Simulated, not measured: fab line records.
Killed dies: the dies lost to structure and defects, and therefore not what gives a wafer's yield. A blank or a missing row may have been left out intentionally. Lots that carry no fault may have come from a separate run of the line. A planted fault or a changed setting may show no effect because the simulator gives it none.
Chamber matching ; flow n5Finfet ; N5_BEOL_M0_SAQP_DESCUM_45 on rieDiel-05: 4 sister chambers
The step chemistry O2, time 7 s. 8 wafers are shown with their chamber, then 11 later ones without.

WAFERS WITH THEIR CHAMBER
wafer;chamber;showerheadPlenumPTorr (Torr);throttleValvePct (%)
L077.6;0;1.97;20.56
L080.4;3;2.19;20.24
L081.2;3;2.18;20.25
L082.2;2;2.15;20.74
L083.1;2;2.15;20.75
L083.2;1;2.14;20.47
L083.4;0;1.97;20.58
L087.2;1;2.13;20.51

WAFERS WHOSE CHAMBER IS MISSING
wafer;showerheadPlenumPTorr (Torr);throttleValvePct (%)
L087.4;1.97;20.57
L087.6;2.18;20.26
L089.1;2.13;20.50
L089.5;2.13;20.49
L089.6;1.97;20.59
L090.1;2.13;20.52
L090.3;2.14;20.76
L090.5;2.13;20.52
L094.2;2.13;20.52
L094.5;2.13;20.52
L094.6;1.97;20.58

EACH ONE'S CHAMBER
wafer;from the rows above;in truth
L087.4;0;0
L087.6;3;3
L089.1;1;1
L089.5;1;1
L089.6;0;0
L090.1;1;1
L090.3;2;2
L090.5;1;1
L094.2;1;1
L094.5;1;1
L094.6;0;0
Correct placement for 11 of the 11. Can't be placed from these rows: 0. 0 placed wrongly.
How it was worked out, from the rows above alone: a wafer's distance from a chamber is the root of the sum, over the readings, of the square of ((its reading less the chamber's mean) divided by the reading's scatter). If the next closest chamber is less than 2 further off than the closest, the wafer can't be placed; otherwise it belongs to the closest. A chamber's mean is the mean of its shown wafers. The scatter: the root of (the sum of the squares of (reading less its chamber's mean) over the shown wafers, divided by (wafers less chambers)).
